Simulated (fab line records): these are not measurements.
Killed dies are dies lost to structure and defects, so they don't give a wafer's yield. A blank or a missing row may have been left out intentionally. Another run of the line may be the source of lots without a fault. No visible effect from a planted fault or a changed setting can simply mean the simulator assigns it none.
Matching of chambers | flow n5Finfet | N5_BEOL_M9_VIA_ETCH_34 on rieDiel-04 has 4 sister chambers
The step etches SiCOH lowk in C4F6/O2, target depth 182.4 nm, time 68.4 s. 14 wafers are shown with their chamber, then 7 later ones without.

WAFERS PAIRED WITH THEIR CHAMBERS
wafer  | chamber | showerheadPlenumPTorr (Torr) | drypumpMotorCurrentA (A) | rfVppV (V)
L074.1 | 0       | 2.92                         | 5.8                      | 679
L074.2 | 1       | 2.76                         | 5.7                      | 671
L074.6 | 1       | 2.76                         | 5.7                      | 671
L076.1 | 1       | 2.76                         | 5.7                      | 670
L076.2 | 0       | 2.92                         | 5.8                      | 680
L076.4 | 1       | 2.76                         | 5.7                      | 671
L087.1 | 0       | 2.92                         | 5.8                      | 680
L087.3 | 1       | 2.75                         | 5.7                      | 669
L087.5 | 0       | 2.92                         | 5.8                      | 680
L086.1 | 0       | 2.92                         | 5.8                      | 680
L086.2 | 3       | 2.71                         | 6.4                      | 659
L086.3 | 1       | 2.75                         | 5.7                      | 671
L090.3 | 2       | 2.91                         | 5.8                      | 663
L090.5 | 2       | 2.91                         | 5.7                      | 661

SIGNATURES (averages over the wafers above)
reading               | chamber 0 | chamber 1 | chamber 2 | chamber 3 | scatter within a chamber
showerheadPlenumPTorr | 2.9200    | 2.7567    | 2.9100    | 2.7100    | 0.00365
drypumpMotorCurrentA  | 5.800     | 5.700     | 5.750     | 6.400     | 0.0224
rfVppV                | 679.80    | 670.50    | 662.00    | 659.00    | 0.794
Rule: a wafer lies at a distance from a chamber equal to the root of the sum of squares, over the readings, of (its reading less the chamber's mean, divided by the reading's scatter). The wafer belongs to the nearest chamber; if the next one is less than 2 further off, it can't be placed. How the scatter is found: for the shown wafers, subtract from each reading the mean of its chamber, square and add these, divide the total by (wafers less chambers), then take the root.

WAFERS WITHOUT THEIR CHAMBER
wafer  | showerheadPlenumPTorr (Torr) | drypumpMotorCurrentA (A) | rfVppV (V)
L090.6 | 2.70                         | 6.5                      | 659
L088.2 | 2.91                         | 5.8                      | 664
L088.3 | 2.70                         | 6.5                      | 659
L088.5 | 2.70                         | 6.5                      | 659
L093.1 | 2.70                         | 6.5                      | 657
L093.3 | 2.74                         | 5.7                      | 670
L093.6 | 2.74                         | 5.7                      | 673

CHAMBER TAKEN BY EACH
wafer  | from the rows above | in truth
L090.6 | 3                   | 3
L088.2 | 2                   | 2
L088.3 | 3                   | 3
L088.5 | 3                   | 3
L093.1 | 3                   | 3
L093.3 | 1                   | 1
L093.6 | 1                   | 1
7 of 7 placed correctly. Number that these rows cannot place: 0. 0 placed wrongly.
